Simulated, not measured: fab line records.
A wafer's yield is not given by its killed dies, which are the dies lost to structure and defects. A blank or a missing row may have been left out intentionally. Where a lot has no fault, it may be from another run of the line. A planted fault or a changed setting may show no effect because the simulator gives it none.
fab line records -- flow nand-harc -- part 1 of 2: steps 1 to 4 of 6
[record] lots = 20, wafers = 60, last-day = 33
route steps=1302 shown A_STAIRCASE@679
lots that met no fault: taken from a fault-free run of the same line
start-h: hours from the record's first day to the start of the lot's first wafer shown -- wait-h: how many hours have passed since the lot's step before this one -- " identical to the entry in the row above -- L1.1+2: a single row standing in for several wafers -- - no value present, or no start provided -- * or withheld: withheld -- < > ~ a bound
route shown NAME@n: names a module that has steps shown in the file, with the first one's number in the route -- usual: mean/standard deviation taken from wafers without a fault -- same: alike in all rows -- chamber/n: place in a boat -- sites: readings site by site -- _std_site: how widely they spread, as a standard deviation -- _edge_site: inner sites' mean taken away from outer sites' mean -- radius-mm: how far each site lies from the wafer's centre -- mask NAME#n: copy n -- behind: the tool/chamber that last shaped the wafer -- hold: what put the lot on hold/how long, in hours/how the hold closed -- device: the transistor (n, p or np) that didn't switch -- end of line: the same wafers' tests at the end of the route -- for a step that has no rows: nothing shown but its recipe -- killed: dies that structure and defects cost at the first sort, which is not the same as the wafer's yield -- map: per-die view of a wafer (x killed, . not killed, _ where there is no die)
set.NAME: the setting the step ran with; set.NAME@STEP: the setting that earlier step ran with -- model.NAME: the simulator's own value behind a step, which no gauge read
steps of the route over a sample of lots; a table a step, a row a wafer
services: from which hour (start-h, from the record's first day; less than 0 if before it) a tool's chamber was out of use, for how many hours, and why
[[steps]]
[step NHARC_A_STAIRCASE_TRIM_22]
[recipe] time-s = 211.2, o2-flow-sccm = 500, ar-flow-sccm = 0, bias-w = 0, chemistry = O2
[usual] chamber-pressure-mTorr = 60.00/0.06, drypump-motor-current-A = 5.7/0.35, oes-product-au = 1.000/0.01, rf-vpp-V = 57.8/0.94, showerhead-plenum-p-Torr = 3.48/0.16, throttle-valve-pct = 17.036/0.0096
[same] time-s = 211.2
lot.wafer,tool,chamber,start-h,wait-h,chamber-pressure-mTorr,drypump-motor-current-A,oes-product-au,rf-hours-counter-h,rf-vpp-V,showerhead-plenum-p-Torr,throttle-valve-pct
L074.1,rie-diel-12,2,-,-,60.03,6.0,0.999,16,58.0,3.65,17.033
L074.6,rie-diel-12,1,-,-,60.11,5.4,1.006,-,57.1,3.32,17.049
L074.5,rie-diel-12,2,-,-,60.02,6.0,1.004,-,59.1,3.65,17.023
L075.4,rie-diel-12,3,-,-,59.98,5.9,0.990,30,57.9,3.54,17.035
L075.3,rie-diel-12,1,-,-,60.10,5.4,0.994,30,58.4,3.31,17.019
L075.6,rie-diel-12,3,-,-,59.99,5.9,0.982,-,57.1,3.54,17.046
L077.3,rie-diel-03,2,-,-,60.16,6.1,1.003,30,56.9,3.33,17.039
L077.4,rie-diel-03,3,-,-,60.01,5.3,0.998,33,57.2,3.79,17.041
L077.6,rie-diel-03,0,-,-,60.00,5.5,1.008,-,58.2,3.41,17.036
L078.2,rie-diel-12,3,-,-,59.96,5.9,0.992,36,58.0,3.54,17.022
L078.1,rie-diel-12,0,-,-,60.00,5.6,1.008,40,57.1,3.34,17.045
L078.6,rie-diel-12,3,-,-,60.02,5.9,0.995,-,56.4,3.54,17.033
L079.3,rie-diel-13,2,-,-,60.04,6.6,1.005,16,57.2,3.45,17.033
L079.2,rie-diel-13,3,-,-,60.01,5.6,1.011,20,57.2,3.36,17.024
L079.6,rie-diel-13,3,-,-,59.87,5.5,0.998,-,58.9,3.36,17.028
L080.2,rie-diel-13,0,-,-,59.96,5.5,1.000,27,57.0,3.79,17.051
L080.1,rie-diel-13,1,-,-,60.13,5.4,0.991,22,58.0,3.35,17.029
L080.4,rie-diel-13,3,-,-,59.93,5.5,1.000,29,58.8,3.35,17.032
L081.3,rie-diel-12,2,-,-,59.97,6.0,0.999,37,58.5,3.64,17.049
L081.6,rie-diel-12,2,-,-,60.02,6.0,1.000,-,57.2,3.64,17.026
L081.5,rie-diel-12,3,-,-,60.02,5.9,1.015,-,59.7,3.53,17.030
L083.2,rie-diel-13,3,-,-,59.88,5.5,1.017,40,56.3,3.35,17.035
L083.4,rie-diel-13,1,-,-,60.00,5.4,1.012,33,56.5,3.34,17.031
L083.3,rie-diel-13,2,-,-,59.96,6.6,1.011,35,59.1,3.44,17.027
L084.3,rie-diel-13,0,-,-,59.95,5.5,1.014,42,57.5,3.78,17.042
L084.6,rie-diel-13,0,-,-,59.99,5.5,1.007,-,59.4,3.78,17.037
L084.5,rie-diel-13,1,-,-,59.86,5.4,1.008,-,56.8,3.34,17.028
L085.2,rie-diel-13,2,-,-,60.00,6.6,1.003,38,57.7,3.43,17.039
L085.1,rie-diel-13,3,-,-,60.08,5.6,1.009,44,56.0,3.35,17.037
L085.6,rie-diel-13,1,-,-,59.96,5.4,1.013,-,55.1,3.34,17.035
L086.4,rie-diel-03,2,-,-,60.08,6.1,0.998,2,55.9,3.32,17.038
L086.5,rie-diel-03,1,-,-,59.98,5.3,0.985,-,57.7,3.62,17.042
L086.6,rie-diel-03,2,-,-,59.99,6.1,1.002,-,56.7,3.31,17.038
L087.1,rie-diel-12,1,-,-,60.05,5.4,1.000,10,58.7,3.29,17.027
L087.4,rie-diel-12,2,-,-,59.91,6.0,0.986,10,57.9,3.63,17.040
L087.6,rie-diel-12,0,-,-,60.04,5.6,1.001,-,58.0,3.33,17.033
L089.3,rie-diel-03,2,-,-,60.04,6.1,0.994,8,58.5,3.31,17.041
L089.5,rie-diel-03,1,-,-,60.09,5.3,0.984,-,58.0,3.61,17.032
L089.6,rie-diel-03,2,-,-,60.05,6.1,0.988,-,56.2,3.31,17.044
L090.4,rie-diel-03,2,-,-,60.12,6.1,0.993,13,58.3,3.31,17.042
L090.3,rie-diel-03,0,-,-,60.03,5.5,0.979,13,56.8,3.39,17.039
L090.6,rie-diel-03,1,-,-,60.03,5.3,0.990,-,58.3,3.61,17.021
L091.3,rie-diel-13,3,-,-,60.04,5.6,1.007,67,57.5,3.33,17.035
L091.1,rie-diel-13,0,-,-,60.13,5.5,1.004,62,58.1,3.77,17.042
L091.5,rie-diel-13,1,-,-,59.90,5.4,0.997,-,56.1,3.33,17.036
L092.3,rie-diel-03,1,-,-,60.04,5.3,0.992,19,57.3,3.61,17.036
L092.4,rie-diel-03,2,-,-,59.92,6.1,1.003,19,56.8,3.31,17.031
L092.6,rie-diel-03,0,-,-,59.96,5.5,1.002,-,55.8,3.39,17.049
L093.3,rie-diel-12,0,-,-,59.87,5.6,1.018,24,56.8,3.32,17.027
L093.4,rie-diel-12,1,-,-,60.05,5.4,1.005,31,57.1,3.28,17.037
L093.5,rie-diel-12,3,-,-,59.93,5.9,0.996,-,57.4,3.51,17.053
L094.2,rie-diel-03,2,-,-,59.94,6.1,0.996,30,58.6,3.30,17.043
L094.1,rie-diel-03,0,-,-,59.97,5.5,0.991,28,56.7,3.38,17.046
L094.5,rie-diel-03,2,-,-,59.99,6.1,1.001,-,57.5,3.30,17.033
L095.4,rie-diel-03,1,-,-,60.01,5.3,0.985,34,57.4,3.60,17.033
L095.5,rie-diel-03,1,-,-,59.96,5.3,0.985,-,59.2,3.60,17.037
L095.6,rie-diel-03,2,-,-,59.98,6.1,1.001,-,57.7,3.30,17.027
L096.3,rie-diel-12,2,-,-,59.99,6.0,0.985,39,58.4,3.61,17.040
L096.2,rie-diel-12,3,-,-,59.99,5.9,0.994,34,57.7,3.51,17.038
L096.5,rie-diel-12,2,-,-,60.03,6.0,0.988,-,57.2,3.61,17.047
[step NHARC_A_STAIRCASE_STRIP_175]
[recipe] power-w = 1500, temp-c = 250, chemistry = O2
[usual] drypump-motor-current-A = 5.8/0.43, heater-power-w = 341/59
lot.wafer,tool,chamber,start-h,wait-h,drypump-motor-current-A,heater-power-w,rf-hours-counter-h
L074.1,plasma-asher-02,1,346.73,0.2,5.4,329,11
L074.5,plasma-asher-02,0,346.73,0.2,5.4,263,-
L074.6,plasma-asher-02,1,346.73,0.2,5.4,317,-
L075.3,plasma-asher-01,1,363.51,0.2,5.9,429,-
L075.4,plasma-asher-01,0,363.51,0.2,6.4,358,-
L075.6,plasma-asher-01,1,363.51,0.2,5.9,430,-
L077.4,plasma-asher-02,1,382.02,0.2,5.4,328,-
L077.3,plasma-asher-02,0,382.02,0.2,5.4,266,-
L077.6,plasma-asher-02,0,382.02,0.2,5.4,264,-
L078.1,plasma-asher-01,0,387.44,0.1,6.4,365,8
L078.2,plasma-asher-01,1,387.44,0.1,5.9,436,8
L078.6,plasma-asher-01,0,387.44,0.1,6.4,358,-
L079.2,plasma-asher-02,0,394.74,0.1,5.4,268,22
L079.3,plasma-asher-02,0,394.74,0.1,5.4,264,-
L079.6,plasma-asher-02,1,394.74,0.1,5.4,323,-
L080.2,plasma-asher-01,1,414.79,0.1,5.9,427,15
L080.1,plasma-asher-01,0,414.79,0.1,6.4,359,15
L080.4,plasma-asher-01,0,414.79,0.1,6.4,355,-
L081.3,plasma-asher-01,0,425.48,0.2,6.4,344,-
L081.5,plasma-asher-01,1,425.48,0.2,5.9,432,-
L081.6,plasma-asher-01,0,425.48,0.2,6.4,359,-
L083.2,plasma-asher-02,1,451.98,0.1,5.4,336,32
L083.3,plasma-asher-02,1,451.98,0.1,5.4,327,-
L083.4,plasma-asher-02,0,451.98,0.1,5.5,260,-
L084.3,plasma-asher-01,1,462.39,0.2,5.9,424,-
L084.6,plasma-asher-01,1,462.39,0.2,5.9,427,-
L084.5,plasma-asher-01,0,462.39,0.2,6.4,354,-
L085.2,plasma-asher-01,0,462.70,0.1,6.4,361,23
L085.1,plasma-asher-01,1,462.70,0.1,5.9,421,23
L085.6,plasma-asher-01,0,462.70,0.1,6.4,357,-
L086.4,plasma-asher-01,0,480.70,0.2,6.4,363,-
L086.6,plasma-asher-01,1,480.70,0.2,5.9,423,-
L086.5,plasma-asher-01,0,480.70,0.2,6.4,361,-
L087.1,plasma-asher-01,0,494.70,0.1,6.4,360,32
L087.4,plasma-asher-01,1,494.70,0.1,5.9,429,-
L087.6,plasma-asher-01,0,494.70,0.1,6.4,351,-
L089.3,plasma-asher-02,0,504.81,0.2,5.4,263,-
L089.6,plasma-asher-02,0,504.81,0.2,5.4,262,-
L089.5,plasma-asher-02,1,504.81,0.2,5.4,308,-
L090.3,plasma-asher-01,0,516.02,0.2,6.4,347,-
L090.4,plasma-asher-01,1,516.02,0.2,5.9,427,-
L090.6,plasma-asher-01,0,516.02,0.2,6.4,362,-
L091.1,plasma-asher-02,0,516.15,0.1,5.4,265,9
L091.3,plasma-asher-02,0,516.15,0.1,5.4,259,-
L091.5,plasma-asher-02,0,516.15,0.1,5.5,265,-
L092.3,plasma-asher-02,1,528.34,0.2,5.4,313,-
L092.4,plasma-asher-02,0,528.34,0.2,5.5,269,-
L092.6,plasma-asher-02,0,528.34,0.2,5.4,269,-
L093.4,plasma-asher-02,0,552.67,0.2,5.4,259,-
L093.3,plasma-asher-02,1,552.67,0.2,5.3,311,-
L093.5,plasma-asher-02,0,552.67,0.2,5.4,259,-
L094.1,plasma-asher-02,0,569.54,0.1,5.4,273,21
L094.2,plasma-asher-02,1,569.54,0.1,5.4,305,21
L094.5,plasma-asher-02,1,569.54,0.1,5.4,307,-
L095.4,plasma-asher-02,1,577.76,0.2,5.4,306,-
L095.6,plasma-asher-02,0,577.76,0.2,5.4,265,-
L095.5,plasma-asher-02,1,577.76,0.2,5.3,312,-
L096.2,plasma-asher-01,0,583.31,0.1,6.4,348,10
L096.3,plasma-asher-01,1,583.31,0.1,5.9,416,-
L096.5,plasma-asher-01,0,583.31,0.1,6.4,349,-
[step NHARC_A_STAIRCASE_TRIM_189]
[recipe] time-s = 211.2, o2-flow-sccm = 500, ar-flow-sccm = 0, bias-w = 0, chemistry = O2
[usual] chamber-pressure-mTorr = 59.99/0.055, drypump-motor-current-A = 5.7/0.37, oes-product-au = 1.001/0.0099, rf-vpp-V = 57.7/0.99, showerhead-plenum-p-Torr = 3.48/0.18, throttle-valve-pct = 17.036/0.0087
[same] time-s = 211.2
lot.wafer,tool,chamber,start-h,wait-h,chamber-pressure-mTorr,drypump-motor-current-A,oes-product-au,rf-hours-counter-h,rf-vpp-V,showerhead-plenum-p-Torr,throttle-valve-pct
L074.1,rie-diel-12,2,-,-,59.95,6.0,0.992,17,57.8,3.65,17.030
L074.6,rie-diel-12,0,-,-,59.89,5.6,1.005,-,58.3,3.35,17.040
L074.5,rie-diel-12,1,-,-,60.05,5.5,0.992,-,58.8,3.32,17.038
L075.3,rie-diel-13,1,-,-,59.98,5.4,1.007,7,57.8,3.36,17.031
L075.4,rie-diel-13,2,-,-,59.87,6.7,1.016,6,57.9,3.45,17.041
L075.6,rie-diel-13,0,-,-,60.02,5.5,1.007,-,59.3,3.80,17.040
L077.3,rie-diel-13,2,-,-,60.00,6.6,1.006,11,57.2,3.45,17.039
L077.4,rie-diel-13,3,-,-,60.06,5.5,1.010,14,58.1,3.36,17.024
L077.6,rie-diel-13,1,-,-,60.01,5.4,1.006,-,57.9,3.35,17.041
L078.2,rie-diel-03,3,-,-,60.01,5.3,0.999,36,59.5,3.79,17.053
L078.1,rie-diel-03,1,-,-,59.96,5.3,0.989,30,57.7,3.63,17.038
L078.6,rie-diel-03,3,-,-,59.94,5.3,0.996,-,57.0,3.79,17.041
L079.3,rie-diel-03,1,-,-,60.08,5.4,1.011,32,58.8,3.63,17.035
L079.2,rie-diel-03,2,-,-,60.05,6.1,0.999,34,58.1,3.33,17.021
L079.6,rie-diel-03,0,-,-,59.93,5.5,1.004,-,59.4,3.41,17.034
L080.1,rie-diel-12,0,-,-,59.91,5.6,1.025,49,57.6,3.34,17.043
L080.2,rie-diel-12,3,-,-,60.00,5.9,1.001,45,57.8,3.53,17.035
L080.4,rie-diel-12,0,-,-,59.93,5.6,1.010,-,57.2,3.34,17.031
L081.3,rie-diel-12,2,-,-,60.07,6.0,1.006,37,59.4,3.64,17.047
L081.5,rie-diel-12,1,-,-,60.01,5.5,0.999,-,58.4,3.30,17.023
L081.6,rie-diel-12,2,-,-,59.95,6.0,0.999,-,58.9,3.64,17.023
L083.2,rie-diel-13,2,-,-,60.05,6.6,1.004,36,56.4,3.43,17.023
L083.3,rie-diel-13,3,-,-,59.97,5.6,0.998,41,58.7,3.35,17.051
L083.4,rie-diel-13,0,-,-,59.99,5.5,0.999,40,58.6,3.79,17.033
L084.3,rie-diel-12,3,-,-,60.01,5.9,0.992,2,58.2,3.53,17.029
L084.5,rie-diel-12,0,-,-,60.08,5.6,1.001,-,56.2,3.33,17.040
L084.6,rie-diel-12,1,-,-,60.03,5.5,0.998,-,58.9,3.30,17.047
L085.1,rie-diel-13,1,-,-,59.98,5.4,1.018,40,57.4,3.34,17.039
L085.2,rie-diel-13,2,-,-,59.94,6.6,1.020,43,58.4,3.43,17.048
L085.6,rie-diel-13,0,-,-,60.07,5.5,1.003,-,58.8,3.78,17.012
L086.4,rie-diel-12,1,-,-,59.93,5.5,0.996,7,58.4,3.30,17.036
L086.5,rie-diel-12,3,-,-,59.97,5.9,0.982,-,58.4,3.53,17.036
L086.6,rie-diel-12,0,-,-,60.12,5.6,1.001,-,57.4,3.33,17.031
L087.1,rie-diel-13,1,-,-,59.96,5.4,0.997,46,57.7,3.34,17.024
L087.4,rie-diel-13,0,-,-,59.99,5.5,0.989,52,59.3,3.78,17.051
L087.6,rie-diel-13,1,-,-,60.00,5.4,1.003,-,57.3,3.34,17.031
L089.3,rie-diel-12,3,-,-,60.05,5.9,0.989,13,56.9,3.52,17.042
L089.6,rie-diel-12,2,-,-,60.05,6.0,1.002,-,57.2,3.63,17.043
L089.5,rie-diel-12,3,-,-,59.94,5.9,0.994,-,57.0,3.52,17.042
L090.3,rie-diel-12,1,-,-,59.99,5.4,0.998,17,57.4,3.29,17.036
L090.4,rie-diel-12,2,-,-,59.96,6.0,0.989,17,58.2,3.63,17.035
L090.6,rie-diel-12,3,-,-,59.95,5.9,0.983,-,57.6,3.52,17.036
L091.1,rie-diel-13,1,-,-,59.88,5.4,0.997,55,57.1,3.33,17.041
L091.3,rie-diel-13,3,-,-,59.98,5.6,1.004,68,57.3,3.33,17.044
L091.5,rie-diel-13,0,-,-,59.98,5.5,1.013,-,57.7,3.77,17.040
L092.4,rie-diel-03,2,-,-,59.99,6.1,0.994,20,57.0,3.30,17.040
L092.3,rie-diel-03,3,-,-,59.88,5.4,0.986,20,58.8,3.76,17.051
L092.6,rie-diel-03,2,-,-,60.11,6.1,0.988,-,57.4,3.31,17.036
L093.3,rie-diel-13,2,-,-,59.96,6.6,1.006,6,56.9,3.42,17.035
L093.4,rie-diel-13,3,-,-,59.98,5.6,0.996,5,59.1,3.33,17.037
L093.5,rie-diel-13,0,-,-,59.97,5.5,0.999,-,57.9,3.77,17.044
L094.2,rie-diel-12,2,-,-,59.99,6.0,0.983,35,58.2,3.62,17.038
L094.1,rie-diel-12,1,-,-,60.02,5.5,1.002,36,56.4,3.28,17.039
L094.5,rie-diel-12,3,-,-,59.98,5.9,0.998,-,57.5,3.51,17.039
L095.4,rie-diel-03,0,-,-,59.92,5.5,0.980,31,57.4,3.38,17.027
L095.6,rie-diel-03,1,-,-,60.02,5.3,0.988,-,57.9,3.60,17.026
L095.5,rie-diel-03,2,-,-,59.95,6.1,1.005,-,55.3,3.30,17.023
L096.3,rie-diel-03,3,-,-,59.91,5.3,1.002,34,58.8,3.75,17.028
L096.2,rie-diel-03,1,-,-,60.08,5.3,0.992,37,56.9,3.60,17.038
L096.5,rie-diel-03,3,-,-,60.03,5.3,0.999,-,58.7,3.75,17.038
[step NHARC_A_STAIRCASE_TRIM_193]
[recipe] time-s = 211.2, o2-flow-sccm = 500, ar-flow-sccm = 0, bias-w = 0, chemistry = O2
[usual] chamber-pressure-mTorr = 60.00/0.058, drypump-motor-current-A = 5.7/0.37, oes-product-au = 1.001/0.01, rf-vpp-V = 57.6/0.87, showerhead-plenum-p-Torr = 3.48/0.17, throttle-valve-pct = 17.036/0.0092
[same] time-s = 211.2
lot.wafer,tool,chamber,start-h,wait-h,chamber-pressure-mTorr,drypump-motor-current-A,oes-product-au,rf-hours-counter-h,rf-vpp-V,showerhead-plenum-p-Torr,throttle-valve-pct
L074.1,rie-diel-12,0,-,-,60.07,5.6,1.015,23,56.8,3.35,17.028
L074.6,rie-diel-12,0,-,-,59.94,5.6,1.017,-,56.7,3.35,17.043
L074.5,rie-diel-12,1,-,-,59.96,5.4,0.998,-,57.2,3.32,17.025
L075.4,rie-diel-13,3,-,-,60.05,5.6,1.010,8,56.9,3.36,17.035
L075.3,rie-diel-13,0,-,-,60.00,5.5,1.010,9,58.9,3.80,17.031
L075.6,rie-diel-13,2,-,-,59.95,6.6,1.004,-,57.2,3.45,17.045
L077.4,rie-diel-13,2,-,-,60.08,6.5,0.994,11,58.2,3.45,17.041
L077.3,rie-diel-13,3,-,-,60.02,5.5,0.996,15,58.2,3.36,17.031
L077.6,rie-diel-13,0,-,-,60.02,5.5,0.997,-,58.9,3.80,17.024
L078.1,rie-diel-03,1,-,-,59.95,5.3,1.004,30,57.6,3.63,17.025
L078.2,rie-diel-03,2,-,-,60.04,6.1,1.003,33,58.1,3.33,17.039
L078.6,rie-diel-03,1,-,-,59.99,5.3,0.998,-,58.3,3.63,17.025
L079.3,rie-diel-03,2,-,-,60.14,6.1,1.008,34,56.4,3.33,17.038
L079.2,rie-diel-03,0,-,-,60.03,5.5,1.011,34,57.6,3.41,17.027
L079.6,rie-diel-03,3,-,-,60.05,5.3,1.003,-,56.6,3.79,17.026
L080.2,rie-diel-12,1,-,-,60.00,5.4,0.987,48,55.6,3.30,17.025
L080.1,rie-diel-12,2,-,-,59.89,6.0,1.002,32,56.8,3.64,17.027
L080.4,rie-diel-12,3,-,-,59.91,5.9,0.985,46,58.1,3.53,17.035
L081.3,rie-diel-12,2,-,-,60.08,6.0,1.010,37,57.5,3.64,17.030
L081.6,rie-diel-12,2,-,-,59.94,6.0,1.004,-,57.4,3.64,17.022
L081.5,rie-diel-12,3,-,-,60.04,5.9,0.998,-,58.4,3.53,17.047
L083.4,rie-diel-13,0,-,-,60.03,5.5,1.020,40,57.1,3.78,17.038
L083.2,rie-diel-13,1,-,-,60.05,5.4,1.007,35,57.2,3.34,17.032
L083.3,rie-diel-13,3,-,-,59.88,5.5,1.007,42,57.4,3.35,17.022
L084.3,rie-diel-12,0,-,-,59.95,5.6,1.000,3,56.6,3.33,17.022
L084.6,rie-diel-12,0,-,-,59.82,5.6,0.994,-,57.9,3.33,17.025
L084.5,rie-diel-12,1,-,-,59.97,5.5,1.007,-,58.9,3.30,17.046
L085.1,rie-diel-13,0,-,-,59.98,5.5,0.993,46,57.4,3.78,17.038
L085.2,rie-diel-13,1,-,-,60.03,5.4,1.013,40,56.6,3.34,17.037
L085.6,rie-diel-13,1,-,-,60.08,5.4,1.011,-,58.1,3.34,17.044
L086.4,rie-diel-12,1,-,-,60.01,5.4,0.997,8,57.6,3.30,17.035
L086.6,rie-diel-12,3,-,-,60.08,5.9,0.982,-,58.2,3.52,17.036
L086.5,rie-diel-12,0,-,-,59.95,5.6,1.005,-,57.7,3.33,17.043
L087.4,rie-diel-13,0,-,-,59.92,5.5,0.999,52,58.0,3.78,17.027
L087.1,rie-diel-13,1,-,-,60.04,5.3,1.006,46,56.3,3.34,17.037
L087.6,rie-diel-13,3,-,-,59.92,5.6,1.007,-,57.8,3.34,17.033
L089.3,rie-diel-12,0,-,-,59.94,5.6,0.998,14,56.0,3.32,17.033
L089.6,rie-diel-12,3,-,-,60.03,5.9,0.985,-,58.2,3.52,17.046
L089.5,rie-diel-12,0,-,-,60.04,5.6,0.993,-,58.3,3.32,17.034
L090.4,rie-diel-12,0,-,-,59.96,5.6,1.007,17,56.8,3.32,17.040
L090.3,rie-diel-12,2,-,-,60.01,6.0,0.990,18,58.2,3.63,17.039
L090.6,rie-diel-12,0,-,-,59.96,5.6,0.997,-,56.5,3.32,17.036
L091.3,rie-diel-13,3,-,-,60.06,5.6,1.012,68,56.7,3.33,17.043
L091.1,rie-diel-13,0,-,-,59.96,5.5,1.001,63,58.8,3.77,17.047
L091.5,rie-diel-13,3,-,-,60.00,5.5,1.004,-,58.6,3.33,17.028
L092.4,rie-diel-03,2,-,-,59.89,6.1,1.000,20,57.1,3.31,17.035
L092.3,rie-diel-03,3,-,-,60.25,5.3,0.997,20,58.8,3.76,17.048
L092.6,rie-diel-03,1,-,-,60.09,5.3,0.990,-,58.2,3.61,17.029
L093.4,rie-diel-13,2,-,-,59.97,6.6,1.009,6,58.2,3.42,17.029
L093.3,rie-diel-13,1,-,-,60.04,5.4,1.002,7,57.6,3.33,17.042
L093.5,rie-diel-13,3,-,-,60.03,5.6,1.000,-,57.2,3.33,17.034
L094.1,rie-diel-12,0,-,-,59.99,5.6,1.001,27,57.3,3.32,17.050
L094.2,rie-diel-12,3,-,-,59.94,5.9,0.996,31,56.2,3.51,17.019
L094.5,rie-diel-12,1,-,-,60.01,5.4,0.990,-,57.0,3.28,17.026
L095.4,rie-diel-03,0,-,-,60.00,5.5,0.994,32,57.5,3.38,17.038
L095.6,rie-diel-03,1,-,-,59.87,5.4,0.996,-,59.2,3.60,17.017
L095.5,rie-diel-03,2,-,-,60.01,6.1,1.012,-,57.2,3.30,17.038
L096.3,rie-diel-03,3,-,-,59.95,5.3,0.984,34,57.2,3.75,17.034
L096.2,rie-diel-03,1,-,-,59.96,5.3,0.981,37,57.1,3.60,17.009
L096.5,rie-diel-03,0,-,-,60.00,5.5,0.976,-,58.6,3.38,17.038
